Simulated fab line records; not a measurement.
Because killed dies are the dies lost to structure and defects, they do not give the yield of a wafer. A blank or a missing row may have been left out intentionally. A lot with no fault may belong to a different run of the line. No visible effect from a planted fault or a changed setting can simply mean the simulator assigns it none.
Matching of chambers    flow n5_finfet    N5_FIN_SAQP_MANDREL1_REMOVE_56 on rie_si-02 has 4 sister chambers
The step chemistry HBr/Cl2/O2, target a-Si, stops on SiNx, bt time 10 s. 14 wafers are shown with their chamber, then 7 later ones without.

WAFERS WITH THEIR CHAMBER
wafer   chamber  drypump_motor_current_A (A)  oes_product_au (a.u.)
L078.1  0        6.2                          1.013
L078.2  3        4.8                          0.994
L078.3  2        5.8                          1.022
L083.3  2        5.9                          1.030
L083.5  0        6.2                          1.019
L083.6  1        5.6                          1.021
L086.3  2        5.9                          1.049
L086.4  1        5.6                          1.018
L086.6  0        6.2                          1.013
L088.2  0        6.2                          1.021
L088.4  2        5.8                          1.047
L088.6  0        6.2                          1.015
L089.1  1        5.6                          1.016
L089.3  2        5.8                          1.053

SIGNATURES (averages over the wafers above)
reading                  chamber 0  chamber 1  chamber 2  chamber 3  scatter within a chamber
drypump_motor_current_A  6.200      5.600      5.840      4.800      0.0346
oes_product_au           1.01620    1.01833    1.04020    0.99400    0.00888
Rule: distance of a wafer from a chamber = root of the sum over the readings of ((wafer's reading minus chamber's mean) / reading's scatter) squared. If the next closest chamber is less than 2 further off than the closest, the wafer can't be placed; otherwise it belongs to the closest. How the scatter is found: for the shown wafers, subtract from each reading the mean of its chamber, square and add these, divide the total by (wafers less chambers), then take the root.

WAFERS WITH NO CHAMBER GIVEN
wafer   drypump_motor_current_A (A)  oes_product_au (a.u.)
L089.6  5.6                          1.019
L090.2  4.8                          1.011
L090.3  5.6                          1.021
L090.5  6.2                          1.010
L097.1  6.2                          1.021
L097.3  5.5                          1.010
L097.4  4.8                          1.000

THE CHAMBER EACH PASSED THROUGH
wafer   from the rows above  in truth
L089.6  1                    1
L090.2  3                    3
L090.3  1                    1
L090.5  0                    0
L097.1  0                    0
L097.3  1                    1
L097.4  3                    3
Correctly placed: 7 of 7. From these rows, 0 cannot be placed. Placed wrongly: 0.
